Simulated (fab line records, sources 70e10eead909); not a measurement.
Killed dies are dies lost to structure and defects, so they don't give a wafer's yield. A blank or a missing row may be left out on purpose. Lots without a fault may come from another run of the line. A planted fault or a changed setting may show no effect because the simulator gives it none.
Which tool did it? | flow nand_harc | 22 lots, 66 wafers sampled, at 6 steps of a route of 1302

WHAT THE GAUGES READ, wafer by wafer
The record holds no reading of a measuring or inspecting step that can be judged against a usual standard deviation.

WHICH TOOL RAN EACH LOT (tool, then ch and the chambers of the sampled wafers, then the start)
lot  | NHARC_A_STAIRCASE_TRIM_22                     | NHARC_A_STAIRCASE_ETCH_23                     | NHARC_A_STAIRCASE_TRIM_189                    | NHARC_A_STAIRCASE_TRIM_220         | NHARC_A_STAIRCASE_TRIM_226     | NHARC_A_STAIRCASE_STRIP_295
L074 | rie_diel-04 ch 0,3, day 15 18:18 or earlier   | rie_diel-04 ch 1,2, day 15 18:18 or earlier   | rie_diel-04 ch 2,3, day 15 18:18 or earlier   | rie_diel-13 ch 1,2, day 15 18:18   | rie_diel-13 ch 0,1, no start   | rie_diel-04 ch 0,1, no start
L076 | rie_diel-04 ch 0, day 16 15:36                | rie_diel-04 ch 0,1, day 16 21:46 or earlier   | rie_diel-04 ch 1,2, day 16 21:46 or earlier   | rie_diel-13 ch 0,2,3, day 16 21:46 | rie_diel-13 ch 1,2,3, no start | rie_diel-13 ch 0,3, no start
L077 | rie_diel-13 ch 0,1,3, day 17 12:04 or earlier | rie_diel-13 ch 0,2,3, day 17 12:04 or earlier | rie_diel-04 ch 2,3, day 17 12:04 or earlier   | rie_diel-04 ch 1,2,3, day 17 12:04 | rie_diel-04 ch 1,2, no start   | rie_diel-04 ch 1,2, no start
L078 | rie_diel-08 ch 0,2,3, day 17 12:58 or earlier | rie_diel-08 ch 0,1,2, day 17 12:58 or earlier | rie_diel-04 ch 0,1,2, day 17 12:58 or earlier | rie_diel-08 ch 0,2,3, day 17 12:58 | rie_diel-08 ch 1,2,3, no start | rie_diel-08 ch 0,2,3, no start
L079 | rie_diel-08 ch 2,3, day 18 00:04 or earlier   | rie_diel-08 ch 0,3, day 18 00:04 or earlier   | rie_diel-04 ch 0,3, day 18 00:04 or earlier   | rie_diel-08 ch 2,3, day 18 00:04   | rie_diel-08 ch 0,2, no start   | rie_diel-08 ch 2,3, no start
L080 | rie_diel-04 ch 0,3, day 18 13:28 or earlier   | rie_diel-04 ch 0,1, day 18 13:28 or earlier   | rie_diel-13 ch 0,1,3, day 18 13:28 or earlier | rie_diel-04 ch 1,2,3, day 18 13:28 | rie_diel-04 ch 0,1, no start   | rie_diel-04 ch 2,3, no start
L081 | rie_diel-08 ch 1,2,3, day 19 07:05 or earlier | rie_diel-08 ch 1,2, day 19 07:05 or earlier   | rie_diel-13 ch 1,3, day 19 07:05 or earlier   | rie_diel-08 ch 1,2, day 19 07:05   | rie_diel-08 ch 0,1,2, no start | rie_diel-04 ch 0,1,3, no start
L082 | rie_diel-08 ch 0,3, day 19 11:59 or earlier   | rie_diel-08 ch 2,3, day 19 11:59 or earlier   | rie_diel-13 ch 0,3, day 19 11:59 or earlier   | rie_diel-08 ch 0,1, day 19 11:59   | rie_diel-08 ch 0,1,2, no start | rie_diel-04 ch 2,3, no start
L083 | rie_diel-04 ch 0,2,3, day 20 13:51 or earlier | rie_diel-04 ch 1,2,3, day 20 13:51 or earlier | rie_diel-13 ch 0,1,2, day 20 13:51 or earlier | rie_diel-13 ch 0,1,2, day 20 13:51 | rie_diel-13 ch 0,1,2, no start | rie_diel-13 ch 0,2,3, no start
L084 | rie_diel-04 ch 1,2, day 20 21:32 or earlier   | rie_diel-04 ch 0,2,3, day 20 21:32 or earlier | rie_diel-08 ch 0,1,3, day 20 21:32 or earlier | rie_diel-13 ch 0,2,3, day 20 21:32 | rie_diel-13 ch 0,2,3, no start | rie_diel-13 ch 0,3, no start
L086 | rie_diel-08 ch 0,1,3, day 20 17:50 or earlier | rie_diel-08 ch 0,3, day 20 17:50 or earlier   | rie_diel-04 ch 0,1,3, day 20 17:50 or earlier | rie_diel-13 ch 1,2,3, day 20 17:50 | rie_diel-13 ch 1,2, no start   | rie_diel-04 ch 0,1,2, no start
L085 | rie_diel-13 ch 2,3, day 20 21:48 or earlier   | rie_diel-13 ch 0,3, day 20 21:48 or earlier   | rie_diel-04 ch 0,1,2, day 20 21:48 or earlier | rie_diel-04 ch 0,2, day 20 21:48   | rie_diel-04 ch 1,2,3, no start | rie_diel-04 ch 0,1,2, no start
L087 | rie_diel-08 ch 0,1,3, day 21 18:19 or earlier | rie_diel-08 ch 1,2,3, day 21 18:19 or earlier | rie_diel-08 ch 0,3, day 21 18:19 or earlier   | rie_diel-08 ch 0,1,3, day 21 18:19 | rie_diel-08 ch 0,1,2, no start | rie_diel-04 ch 0,3, no start
L088 | rie_diel-04 ch 0,1, day 22 00:31 or earlier   | rie_diel-04 ch 0,2,3, day 22 00:31 or earlier | rie_diel-04 ch 0,1,3, day 22 00:31 or earlier | rie_diel-08 ch 1,2,3, day 22 00:31 | rie_diel-08 ch 0,1,3, no start | rie_diel-08 ch 1,2,3, no start
L090 | rie_diel-13 ch 1,2, day 22 20:08 or earlier   | rie_diel-13 ch 0,1,3, day 22 20:08 or earlier | rie_diel-08 ch 0,2, day 22 20:08 or earlier   | rie_diel-04 ch 0,2,3, day 22 20:08 | rie_diel-04 ch 1,2, no start   | rie_diel-13 ch 2,3, no start
L091 | rie_diel-08 ch 0,2,3, day 22 19:29 or earlier | rie_diel-08 ch 0,1,2, day 22 19:29 or earlier | rie_diel-08 ch 0,2,3, day 22 19:29 or earlier | rie_diel-04 ch 1,2,3, day 22 19:29 | rie_diel-04 ch 0,1,3, no start | rie_diel-13 ch 0,1,2, no start
L092 | rie_diel-04 ch 0,2,3, day 24 04:49 or earlier | rie_diel-04 ch 0,3, day 24 04:49 or earlier   | rie_diel-04 ch 0,2,3, day 24 04:49 or earlier | rie_diel-04 ch 0,1, day 24 04:49   | rie_diel-04 ch 0,3, no start   | rie_diel-04 ch 0,1,3, no start
L093 | rie_diel-13 ch 0,1,3, day 24 06:59 or earlier | rie_diel-13 ch 1,2,3, day 24 06:59 or earlier | rie_diel-04 ch 0,2, day 24 06:59 or earlier   | rie_diel-13 ch 2,3, day 24 06:59   | rie_diel-13 ch 0,2,3, no start | rie_diel-08 ch 0,1,3, no start
L094 | rie_diel-08 ch 0,2,3, day 24 13:41 or earlier | rie_diel-08 ch 0,2, day 24 13:41 or earlier   | rie_diel-04 ch 1,3, day 24 13:41 or earlier   | rie_diel-08 ch 0,1,2, day 24 13:41 | rie_diel-08 ch 1,2, no start   | rie_diel-08 ch 0,3, no start
L095 | rie_diel-13 ch 0,2,3, day 24 20:53 or earlier | rie_diel-13 ch 0,1,2, day 24 20:53 or earlier | rie_diel-04 ch 0,1,2, day 24 20:53 or earlier | rie_diel-08 ch 0,2,3, day 24 20:53 | rie_diel-08 ch 0,1,3, no start | rie_diel-13 ch 1,2,3, no start
L096 | rie_diel-08 ch 0,2, day 25 05:55 or earlier   | rie_diel-08 ch 0,3, day 25 05:55 or earlier   | rie_diel-04 ch 0,2, day 25 05:55 or earlier   | rie_diel-04 ch 0,2,3, day 25 05:55 | rie_diel-04 ch 2,3, no start   | rie_diel-08 ch 0,3, no start
L097 | rie_diel-13 ch 0,1,2, day 25 18:59 or earlier | rie_diel-13 ch 0,1,2, day 25 18:59 or earlier | rie_diel-13 ch 1,3, day 25 18:59 or earlier   | rie_diel-04 ch 1,2,3, day 25 18:59 | rie_diel-04 ch 0,1, no start   | rie_diel-08 ch 0,1, no start
- NHARC_A_STAIRCASE_TRIM_22: chemistry O2, time 211.2 s.
- NHARC_A_STAIRCASE_ETCH_23: etches the open film in C4F8/O2, target depth 100 nm, time 40.5 s.
- NHARC_A_STAIRCASE_TRIM_189: chemistry O2, time 211.2 s.
- NHARC_A_STAIRCASE_TRIM_220: chemistry O2, time 211.2 s.
- NHARC_A_STAIRCASE_TRIM_226: chemistry O2, time 211.2 s.
- NHARC_A_STAIRCASE_STRIP_295: strips in O2.

WHAT THE TOOLS THEMSELVES READ (means of the sampled wafers that have a number; where no wafer has one, the mark that the record gives instead)
NHARC_A_STAIRCASE_TRIM_22.
lot  | tool        | drypump_motor_current_A (A) | oes_product_au (a.u.) | rf_vpp_V (V) | showerhead_plenum_p_Torr (Torr) | throttle_valve_pct (%)
L074 | rie_diel-04 | 6.3                         | 1.001                 | 57.8         | 3.51                            | 17.028
L076 | rie_diel-04 | 6.1                         | 0.984                 | 57.4         | 3.65                            | 17.041
L077 | rie_diel-13 | 6.0                         | 0.995                 | 57.4         | 3.51                            | 17.036
L078 | rie_diel-08 | 5.5                         | 1.002                 | 58.2         | 3.50                            | 17.037
L079 | rie_diel-08 | 5.5                         | 1.004                 | 57.4         | 3.44                            | 17.037
L080 | rie_diel-04 | 6.2                         | 0.997                 | 59.2         | 3.57                            | 17.033
L081 | rie_diel-08 | 5.6                         | 1.002                 | 58.2         | 3.47                            | 17.034
L082 | rie_diel-08 | 5.5                         | 0.997                 | 57.5         | 3.45                            | 17.038
L083 | rie_diel-04 | 6.2                         | 0.998                 | 57.8         | 3.61                            | 17.039
L084 | rie_diel-04 | 5.2                         | 0.995                 | 57.1         | 3.73                            | 17.034
L086 | rie_diel-08 | 5.6                         | 1.003                 | 58.1         | 3.47                            | 17.047
L085 | rie_diel-13 | 6.1                         | 1.007                 | 57.2         | 3.46                            | 17.043
L087 | rie_diel-08 | 5.7                         | 1.005                 | 57.5         | 3.47                            | 17.031
L088 | rie_diel-04 | 5.7                         | 0.994                 | 58.3         | 3.65                            | 17.030
L090 | rie_diel-13 | 5.6                         | 0.998                 | 58.2         | 3.69                            | 17.029
L091 | rie_diel-08 | 5.5                         | 1.000                 | 57.5         | 3.47                            | 17.039
L092 | rie_diel-04 | 6.2                         | 0.994                 | 57.7         | 3.60                            | 17.043
L093 | rie_diel-13 | 6.0                         | 1.000                 | 58.5         | 3.48                            | 17.027
L094 | rie_diel-08 | 5.5                         | 1.008                 | 57.9         | 3.47                            | 17.035
L095 | rie_diel-13 | 6.2                         | 1.007                 | 57.9         | 3.40                            | 17.048
L096 | rie_diel-08 | 5.6                         | 1.008                 | 57.5         | 3.53                            | 17.043
L097 | rie_diel-13 | 5.8                         | 0.995                 | 58.3         | 3.55                            | 17.029

NHARC_A_STAIRCASE_ETCH_23.
lot  | tool        | oes_product_au (a.u.) | rf_vpp_V (V)
L074 | rie_diel-04 | 0.944                 | 898
L076 | rie_diel-04 | 0.929                 | 900
L077 | rie_diel-13 | 0.964                 | 892
L078 | rie_diel-08 | 0.963                 | 896
L079 | rie_diel-08 | 0.933                 | 895
L080 | rie_diel-04 | 0.922                 | 901
L081 | rie_diel-08 | 0.941                 | 895
L082 | rie_diel-08 | 0.954                 | 893
L083 | rie_diel-04 | 0.931                 | 900
L084 | rie_diel-04 | 0.939                 | 898
L086 | rie_diel-08 | 0.939                 | 892
L085 | rie_diel-13 | 0.933                 | 890
L087 | rie_diel-08 | 0.948                 | 894
L088 | rie_diel-04 | 0.961                 | 900
L090 | rie_diel-13 | 0.957                 | 894
L091 | rie_diel-08 | 0.955                 | 895
L092 | rie_diel-04 | 0.932                 | 895
L093 | rie_diel-13 | 0.944                 | 896
L094 | rie_diel-08 | 0.966                 | 896
L095 | rie_diel-13 | 0.936                 | 897
L096 | rie_diel-08 | 0.970                 | 892
L097 | rie_diel-13 | 0.950                 | 897

NHARC_A_STAIRCASE_TRIM_189.
lot  | tool        | drypump_motor_current_A (A) | oes_product_au (a.u.) | rf_vpp_V (V) | showerhead_plenum_p_Torr (Torr) | throttle_valve_pct (%)
L074 | rie_diel-04 | 6.3                         | 1.012                 | 57.7         | 3.38                            | 17.047
L076 | rie_diel-04 | 5.6                         | 1.001                 | 58.7         | 3.78                            | 17.044
L077 | rie_diel-04 | 6.1                         | 1.005                 | 59.1         | 3.68                            | 17.038
L078 | rie_diel-04 | 5.7                         | 0.995                 | 59.1         | 3.72                            | 17.029
L079 | rie_diel-04 | 6.2                         | 0.996                 | 58.7         | 3.57                            | 17.036
L080 | rie_diel-13 | 6.0                         | 0.994                 | 58.4         | 3.51                            | 17.034
L081 | rie_diel-13 | 5.9                         | 1.001                 | 57.5         | 3.63                            | 17.038
L082 | rie_diel-13 | 6.1                         | 0.990                 | 58.2         | 3.38                            | 17.043
L083 | rie_diel-13 | 5.8                         | 0.993                 | 58.0         | 3.57                            | 17.039
L084 | rie_diel-08 | 5.7                         | 1.001                 | 56.5         | 3.47                            | 17.043
L086 | rie_diel-04 | 5.8                         | 0.993                 | 57.8         | 3.58                            | 17.038
L085 | rie_diel-04 | 5.6                         | 0.987                 | 58.4         | 3.70                            | 17.041
L087 | rie_diel-08 | 5.5                         | 0.998                 | 57.5         | 3.44                            | 17.030
L088 | rie_diel-04 | 5.8                         | 0.999                 | 57.4         | 3.58                            | 17.035
L090 | rie_diel-08 | 5.5                         | 1.005                 | 57.4         | 3.53                            | 17.041
L091 | rie_diel-08 | 5.5                         | 1.000                 | 57.2         | 3.47                            | 17.039
L092 | rie_diel-04 | 6.2                         | 1.000                 | 57.7         | 3.60                            | 17.033
L093 | rie_diel-04 | 6.1                         | 1.001                 | 58.4         | 3.67                            | 17.044
L094 | rie_diel-04 | 5.3                         | 0.992                 | 57.2         | 3.59                            | 17.046
L095 | rie_diel-04 | 5.6                         | 0.995                 | 58.5         | 3.69                            | 17.039
L096 | rie_diel-04 | 6.1                         | 0.997                 | 57.5         | 3.66                            | 17.031
L097 | rie_diel-13 | 5.9                         | 0.991                 | 57.1         | 3.60                            | 17.043

NHARC_A_STAIRCASE_TRIM_220.
lot  | tool        | drypump_motor_current_A (A) | oes_product_au (a.u.) | rf_vpp_V (V) | showerhead_plenum_p_Torr (Torr) | throttle_valve_pct (%)
L074 | rie_diel-13 | 5.6                         | 1.004                 | 57.9         | 3.72                            | 17.040
L076 | rie_diel-13 | 6.1                         | 1.003                 | 57.8         | 3.43                            | 17.025
L077 | rie_diel-04 | 5.7                         | 1.009                 | 58.4         | 3.65                            | 17.045
L078 | rie_diel-08 | 5.5                         | 1.002                 | 58.1         | 3.50                            | 17.040
L079 | rie_diel-08 | 5.5                         | 1.003                 | 57.4         | 3.44                            | 17.045
L080 | rie_diel-04 | 5.7                         | 1.007                 | 56.3         | 3.64                            | 17.043
L081 | rie_diel-08 | 5.8                         | 1.007                 | 57.4         | 3.50                            | 17.030
L082 | rie_diel-08 | 5.6                         | 1.006                 | 57.6         | 3.54                            | 17.038
L083 | rie_diel-13 | 5.8                         | 1.000                 | 58.0         | 3.57                            | 17.024
L084 | rie_diel-13 | 6.1                         | 1.003                 | 57.3         | 3.41                            | 17.040
L086 | rie_diel-13 | 6.0                         | 1.015                 | 57.2         | 3.54                            | 17.039
L085 | rie_diel-04 | 6.1                         | 0.987                 | 58.4         | 3.68                            | 17.038
L087 | rie_diel-08 | 5.6                         | 1.002                 | 57.3         | 3.47                            | 17.025
L088 | rie_diel-08 | 5.6                         | 1.010                 | 57.1         | 3.45                            | 17.033
L090 | rie_diel-04 | 6.2                         | 0.997                 | 58.4         | 3.60                            | 17.044
L091 | rie_diel-04 | 5.7                         | 0.999                 | 57.3         | 3.63                            | 17.032
L092 | rie_diel-04 | 5.7                         | 0.986                 | 58.3         | 3.64                            | 17.035
L093 | rie_diel-13 | 6.1                         | 1.014                 | 57.9         | 3.44                            | 17.042
L094 | rie_diel-08 | 5.6                         | 1.005                 | 58.1         | 3.51                            | 17.023
L095 | rie_diel-08 | 5.5                         | 1.023                 | 57.4         | 3.47                            | 17.034
L096 | rie_diel-04 | 6.2                         | 0.994                 | 58.5         | 3.59                            | 17.038
L097 | rie_diel-04 | 5.7                         | 1.001                 | 58.1         | 3.61                            | 17.046

NHARC_A_STAIRCASE_TRIM_226.
lot  | tool        | drypump_motor_current_A (A) | oes_product_au (a.u.) | rf_vpp_V (V) | showerhead_plenum_p_Torr (Torr) | throttle_valve_pct (%)
L074 | rie_diel-13 | 5.6                         | 0.996                 | 58.9         | 3.68                            | 17.030
L076 | rie_diel-13 | 6.0                         | 1.001                 | 57.8         | 3.56                            | 17.035
L077 | rie_diel-04 | 5.6                         | 1.012                 | 58.4         | 3.77                            | 17.059
L078 | rie_diel-08 | 5.6                         | 1.005                 | 57.4         | 3.47                            | 17.035
L079 | rie_diel-08 | 5.4                         | 1.001                 | 57.8         | 3.54                            | 17.031
L080 | rie_diel-04 | 5.2                         | 0.989                 | 58.1         | 3.68                            | 17.028
L081 | rie_diel-08 | 5.6                         | 0.993                 | 58.7         | 3.52                            | 17.040
L082 | rie_diel-08 | 5.6                         | 1.006                 | 57.7         | 3.52                            | 17.050
L083 | rie_diel-13 | 5.8                         | 1.004                 | 58.2         | 3.57                            | 17.036
L084 | rie_diel-13 | 6.1                         | 1.006                 | 57.3         | 3.41                            | 17.035
L086 | rie_diel-13 | 5.6                         | 0.997                 | 58.2         | 3.70                            | 17.041
L085 | rie_diel-04 | 5.7                         | 1.008                 | 58.1         | 3.63                            | 17.041
L087 | rie_diel-08 | 5.6                         | 1.013                 | 57.3         | 3.52                            | 17.032
L088 | rie_diel-08 | 5.6                         | 1.005                 | 58.0         | 3.46                            | 17.038
L090 | rie_diel-04 | 5.6                         | 1.001                 | 58.1         | 3.75                            | 17.030
L091 | rie_diel-04 | 5.8                         | 0.993                 | 57.8         | 3.57                            | 17.039
L092 | rie_diel-04 | 6.3                         | 0.989                 | 57.2         | 3.48                            | 17.034
L093 | rie_diel-13 | 6.1                         | 1.011                 | 58.1         | 3.40                            | 17.032
L094 | rie_diel-08 | 5.6                         | 0.998                 | 58.0         | 3.50                            | 17.030
L095 | rie_diel-08 | 5.7                         | 1.004                 | 58.1         | 3.45                            | 17.035
L096 | rie_diel-04 | 6.2                         | 1.006                 | 57.9         | 3.65                            | 17.038
L097 | rie_diel-04 | 5.2                         | 0.984                 | 57.8         | 3.65                            | 17.032

NHARC_A_STAIRCASE_STRIP_295.
lot  | tool        | drypump_motor_current_A (A) | oes_product_au (a.u.) | rf_vpp_V (V) | showerhead_plenum_p_Torr (Torr) | throttle_valve_pct (%)
L074 | rie_diel-04 | 5.3                         | 0.991                 | 58.4         | 3.69                            | 17.030
L076 | rie_diel-13 | 6.4                         | 0.996                 | 57.7         | 3.35                            | 17.036
L077 | rie_diel-04 | 5.2                         | 0.994                 | 57.6         | 3.73                            | 17.035
L078 | rie_diel-08 | 5.5                         | 0.992                 | 57.1         | 3.49                            | 17.032
L079 | rie_diel-08 | 5.5                         | 1.009                 | 58.2         | 3.48                            | 17.035
L080 | rie_diel-04 | 6.3                         | 1.013                 | 57.4         | 3.55                            | 17.023
L081 | rie_diel-04 | 5.8                         | 0.997                 | 58.1         | 3.59                            | 17.035
L082 | rie_diel-04 | 6.3                         | 1.007                 | 58.3         | 3.55                            | 17.032
L083 | rie_diel-13 | 6.1                         | 1.004                 | 57.2         | 3.41                            | 17.029
L084 | rie_diel-13 | 6.1                         | 0.995                 | 58.1         | 3.37                            | 17.046
L086 | rie_diel-04 | 5.6                         | 0.998                 | 57.9         | 3.70                            | 17.033
L085 | rie_diel-04 | 5.6                         | 0.995                 | 57.7         | 3.70                            | 17.036
L087 | rie_diel-04 | 6.2                         | 0.991                 | 57.5         | 3.55                            | 17.024
L088 | rie_diel-08 | 5.6                         | 0.998                 | 57.6         | 3.45                            | 17.036
L090 | rie_diel-13 | 6.1                         | 1.013                 | 57.8         | 3.44                            | 17.038
L091 | rie_diel-13 | 5.8                         | 1.003                 | 57.2         | 3.56                            | 17.033
L092 | rie_diel-04 | 5.7                         | 0.991                 | 57.7         | 3.56                            | 17.028
L093 | rie_diel-08 | 5.6                         | 1.003                 | 57.7         | 3.45                            | 17.032
L094 | rie_diel-08 | 5.5                         | 1.019                 | 57.7         | 3.42                            | 17.034
L095 | rie_diel-13 | 6.0                         | 0.999                 | 57.1         | 3.52                            | 17.033
L096 | rie_diel-08 | 5.5                         | 1.003                 | 57.3         | 3.47                            | 17.038
L097 | rie_diel-08 | 5.6                         | 1.002                 | 57.3         | 3.51                            | 17.036

THE ANSWER, worked out from the rows above alone
Rule: what is usual is taken from the lots themselves. Put in order of their means at a reading, lots are off if they are a third of the lots or fewer, leave a main group of 4 or more, and stand apart from it by a gap of 3 or more times the standard deviation of the main group's means; of several such gaps the widest counts. A main group whose means are all the same, to the digits that the tables above print for the reading, isn't used. A lot without any number at a reading at which 4 lots or more have one is off too. The other lots that the step has rows for count as sound. The gauges are gone through in route order, then the tools' own readings, and for those a lot's mean is taken as printed above. The first step at which some lot is off is used, and at that step the reading that is off furthest; a lot without a number counts as furthest.
No lot is off at any reading shown: from this, nothing can be told.

WHAT THE SIMULATOR HAD PUT IN
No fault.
